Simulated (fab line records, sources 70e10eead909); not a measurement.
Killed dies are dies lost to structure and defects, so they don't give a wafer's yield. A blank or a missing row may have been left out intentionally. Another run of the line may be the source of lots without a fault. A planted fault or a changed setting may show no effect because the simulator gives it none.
Which tool was responsible? | flow nandHarc | 6 lots with 18 wafers sampled at 3 steps, on a route of 1159 steps

## WHAT THE GAUGES READ, wafer by wafer
NHARC_A_SIN_REMOVE_INSPECT_04.
lot  | measured     | on               | rawDefectCount
L468 | day 16 04:41 | defectInspect-01 | 413 340 316
L470 | day 16 17:11 | defectInspect-02 | 336 321 291
L469 | day 17 02:19 | defectInspect-01 | 303 440 351
L480 | day 19 08:17 | defectInspect-02 | 239 279 244
L482 | day 20 09:40 | defectInspect-01 | 360 329 256
L485 | day 21 03:37 | defectInspect-01 | 423 208 277

## WHAT TOOL EACH LOT RAN ON (gives the tool, then ch and the chambers of the sampled wafers, and finally the start)
lot  | NHARC_A_SLIT_ETCH_17            | NHARC_A_SLIT_ETCH_29
L468 | harEtch-02 ch 0,1, day 15 18:53 | rieDiel-01 ch 1,3, day 15 20:29
L470 | harEtch-01 ch 0,1, day 16 07:49 | rieDiel-02 ch 0,2,3, day 16 09:41
L469 | harEtch-01 ch 0,1, day 16 16:48 | rieDiel-01 ch 0,2, day 16 18:39
L480 | harEtch-01 ch 0,1, day 18 21:53 | rieDiel-01 ch 0,1, day 18 23:58
L482 | harEtch-01 ch 0,1, day 19 23:31 | rieDiel-05 ch 0,1,2, day 20 01:23
L485 | harEtch-02 ch 0,1, day 20 17:44 | rieDiel-02 ch 0,2,3, day 20 19:22
- NHARC_A_SLIT_ETCH_17: etches the open film in C4F8/O2/Ar, time 1687.5 s, target depth 10100 nm.
- NHARC_A_SLIT_ETCH_29: etches the open film in CF4/O2, target depth 100 nm, overetch 10 nm, time 55 s.

## THE ANSWER, worked out from the rows above alone
Rule: the lots themselves supply what counts as usual. Put in order of their means at a reading, lots are off if they are a third of the lots or fewer, leave a main group of 4 or more, and stand apart from it by a gap of 3 or more times the standard deviation of the main group's means; of several such gaps the widest counts. Not used: any main group whose means are identical at the precision the tables above print for the reading. A lot without any number at a reading at which 4 lots or more have one is off too. Any other lot the step has rows for is counted as sound.
No lot is off at any reading shown: from this, nothing can be told.

## WHAT THE SIMULATOR HAD INSERTED
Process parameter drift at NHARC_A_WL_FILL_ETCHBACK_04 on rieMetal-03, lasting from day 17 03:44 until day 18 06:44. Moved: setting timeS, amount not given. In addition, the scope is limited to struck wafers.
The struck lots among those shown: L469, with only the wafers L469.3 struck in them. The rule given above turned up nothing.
